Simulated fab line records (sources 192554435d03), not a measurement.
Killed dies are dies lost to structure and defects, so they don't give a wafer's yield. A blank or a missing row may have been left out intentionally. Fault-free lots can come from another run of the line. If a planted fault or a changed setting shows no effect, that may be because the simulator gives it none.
Split-lot experiment :: flow n5Finfet :: 7 lots, 21 wafers read, on a route of 1938 steps

## THE SPLIT
At N5_BEOL_M2_DESCUM_33 (chemistry O2, time 7 s), the setting timeS was moved away from the recipe's 7 s on 7 of the 21 wafers read, by -19.1% to +8.2%. This setting was run at the recipe's value on the other wafers.

## FROM THE SPLIT TO THE READING: what the file shows between them, 3 steps
- N5_BEOL_M2_ETCH_77: etches underlayer in N2/H2, target depth 6.5 nm, time 5.2 s
- N5_BEOL_M2_ETCH_69: etches SiARC in CF4, target depth 15.6 nm, time 26 s
- N5_BEOL_M2_ALD_98: deposits SiO2, target thk 2.5 nm, pulse time 1 s, co reactant pulse time 1 s

## THE READING
CAR-EUV_of_BEOL_M2_COAT_22.thkNm (the simulator's own value, which no gauge read), in nm, at N5_BEOL_M2_ETCHBACK_99 (etches SiO2 in CHF3, target depth 5 nm, time 10.4 s). No usual value for it is given in the file. Across the 14 wafers here that went through the recipe, the average is 10.4 nm and the standard deviation 0.15 nm.

wafer: L074.3
tool, chamber at the split: rieDiel-04, 3
timeS as run, s: 7
against the recipe: recipe
CAR-EUV_of_BEOL_M2_COAT_22.thkNm, nm: 10.4
against lot-mates on the recipe: -

wafer: L074.4
tool, chamber at the split: rieDiel-04, 1,3
timeS as run, s: 6.171
against the recipe: -11.8%
CAR-EUV_of_BEOL_M2_COAT_22.thkNm, nm: 10.6
against lot-mates on the recipe: +0.2

wafer: L074.6
tool, chamber at the split: rieDiel-04, 1,3
timeS as run, s: 6.171
against the recipe: -11.8%
CAR-EUV_of_BEOL_M2_COAT_22.thkNm, nm: 10.8
against lot-mates on the recipe: +0.4

wafer: L075.3
tool, chamber at the split: rieDiel-05, 0
timeS as run, s: 5.665
against the recipe: -19.1%
CAR-EUV_of_BEOL_M2_COAT_22.thkNm, nm: 11
against lot-mates on the recipe: +0.7

wafer: L075.4
tool, chamber at the split: rieDiel-05, 3,1
timeS as run, s: 7
against the recipe: recipe
CAR-EUV_of_BEOL_M2_COAT_22.thkNm, nm: 10.2
against lot-mates on the recipe: -

wafer: L075.6
tool, chamber at the split: rieDiel-05, 3,1
timeS as run, s: 7
against the recipe: recipe
CAR-EUV_of_BEOL_M2_COAT_22.thkNm, nm: 10.4
against lot-mates on the recipe: -

wafer: L082.2
tool, chamber at the split: rieDiel-04, 3,2
timeS as run, s: 7
against the recipe: recipe
CAR-EUV_of_BEOL_M2_COAT_22.thkNm, nm: 10.4
against lot-mates on the recipe: -

wafer: L082.3
tool, chamber at the split: rieDiel-04, 0
timeS as run, s: 7
against the recipe: recipe
CAR-EUV_of_BEOL_M2_COAT_22.thkNm, nm: 10.4
against lot-mates on the recipe: -

wafer: L082.5
tool, chamber at the split: rieDiel-04, 3,2
timeS as run, s: 7
against the recipe: recipe
CAR-EUV_of_BEOL_M2_COAT_22.thkNm, nm: 10.4
against lot-mates on the recipe: -

wafer: L083.1
tool, chamber at the split: rieDiel-03, 0
timeS as run, s: 7
against the recipe: recipe
CAR-EUV_of_BEOL_M2_COAT_22.thkNm, nm: 10.6
against lot-mates on the recipe: -

wafer: L083.6
tool, chamber at the split: rieDiel-03, 0
timeS as run, s: 7
against the recipe: recipe
CAR-EUV_of_BEOL_M2_COAT_22.thkNm, nm: 10.6
against lot-mates on the recipe: -

wafer: L083.5
tool, chamber at the split: rieDiel-03, 3
timeS as run, s: 7
against the recipe: recipe
CAR-EUV_of_BEOL_M2_COAT_22.thkNm, nm: 10.8
against lot-mates on the recipe: -

wafer: L087.3
tool, chamber at the split: rieDiel-04, 1
timeS as run, s: 7.574
against the recipe: +8.2%
CAR-EUV_of_BEOL_M2_COAT_22.thkNm, nm: 10
against lot-mates on the recipe: -0.4

wafer: L087.6
tool, chamber at the split: rieDiel-04, 1
timeS as run, s: 7.574
against the recipe: +8.2%
CAR-EUV_of_BEOL_M2_COAT_22.thkNm, nm: 10
against lot-mates on the recipe: -0.4

wafer: L087.4
tool, chamber at the split: rieDiel-04, 0
timeS as run, s: 7
against the recipe: recipe
CAR-EUV_of_BEOL_M2_COAT_22.thkNm, nm: 10.4
against lot-mates on the recipe: -

wafer: L091.2
tool, chamber at the split: rieDiel-04, 3,0,2
timeS as run, s: 7
against the recipe: recipe
CAR-EUV_of_BEOL_M2_COAT_22.thkNm, nm: 10.4
against lot-mates on the recipe: -

wafer: L091.4
tool, chamber at the split: rieDiel-04, 3,0,2
timeS as run, s: 7
against the recipe: recipe
CAR-EUV_of_BEOL_M2_COAT_22.thkNm, nm: 10.4
against lot-mates on the recipe: -

wafer: L091.6
tool, chamber at the split: rieDiel-04, 3,0,2
timeS as run, s: 7
against the recipe: recipe
CAR-EUV_of_BEOL_M2_COAT_22.thkNm, nm: 10.2
against lot-mates on the recipe: -

wafer: L092.4
tool, chamber at the split: rieDiel-03, 2
timeS as run, s: 7
against the recipe: recipe
CAR-EUV_of_BEOL_M2_COAT_22.thkNm, nm: 10.4
against lot-mates on the recipe: -

wafer: L092.5
tool, chamber at the split: rieDiel-03, 2,3
timeS as run, s: 5.708
against the recipe: -18.5%
CAR-EUV_of_BEOL_M2_COAT_22.thkNm, nm: 11
against lot-mates on the recipe: +0.6

wafer: L092.6
tool, chamber at the split: rieDiel-03, 2,3
timeS as run, s: 5.708
against the recipe: -18.5%
CAR-EUV_of_BEOL_M2_COAT_22.thkNm, nm: 11.2
against lot-mates on the recipe: +0.8
The file does not say which wafer passed through which chamber wherever a row lists several chambers: such a row stands for several wafers.

THE FIT
A straight line over all 21 wafers: CAR-EUV_of_BEOL_M2_COAT_22.thkNm changes by -0.0349 nm for each +1% of timeS; r = -0.89; the points scatter about the line by 0.15 nm.
The same after taking each lot's own level away (the mean of its wafers on the recipe; 21 wafers): -0.0371 nm for each +1%; r = -0.96; scatter 0.092 nm.
According to that fit, moving timeS by its largest amount changes the reading by 0.71 nm.
The span of the lots' own levels, 10.30 to 10.67 nm, comes to 2.5 times the standard deviation stated above.
The two slopes agree, so the slope changes little with the lot-to-lot level.
Check: for one of the wafers moved furthest among these (-19.1%), held out of the fit, the line's prediction against its lot-mates is +0.682 nm. Against them it came out at +0.7 nm.

## THE WHOLE CHAIN: every reading that the file lists as answering this split, in the file's order
step: N5_BEOL_M2_DESCUM_33
what it does: chemistry O2, time 7 s
reading: CAR-EUV_of_BEOL_M2_COAT_22.thkNm (the simulator's own value, which no gauge read)
change (the file's fit): -0.0366 nm for each +1% of the setting
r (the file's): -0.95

step: N5_BEOL_M2_ETCH_77
what it does: etches underlayer in N2/H2, target depth 6.5 nm, time 5.2 s
reading: CAR-EUV_of_BEOL_M2_COAT_22.thkNm (the simulator's own value, which no gauge read)
change (the file's fit): -0.0331 nm for each +1% of the setting
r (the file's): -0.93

step: N5_BEOL_M2_ETCH_69
what it does: etches SiARC in CF4, target depth 15.6 nm, time 26 s
reading: CAR-EUV_of_BEOL_M2_COAT_22.thkNm (the simulator's own value, which no gauge read)
change (the file's fit): -0.0344 nm for each +1% of the setting
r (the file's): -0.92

step: N5_BEOL_M2_ETCHBACK_99
what it does: etches SiO2 in CHF3, target depth 5 nm, time 10.4 s
reading: CAR-EUV_of_BEOL_M2_COAT_22.thkNm (the simulator's own value, which no gauge read)
change (the file's fit): -0.0363 nm for each +1% of the setting
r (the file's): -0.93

## THE FILE'S OWN FIT
CAR-EUV_of_BEOL_M2_COAT_22.thkNm changes by -0.0363 nm for each +1% of timeS, r = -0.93.
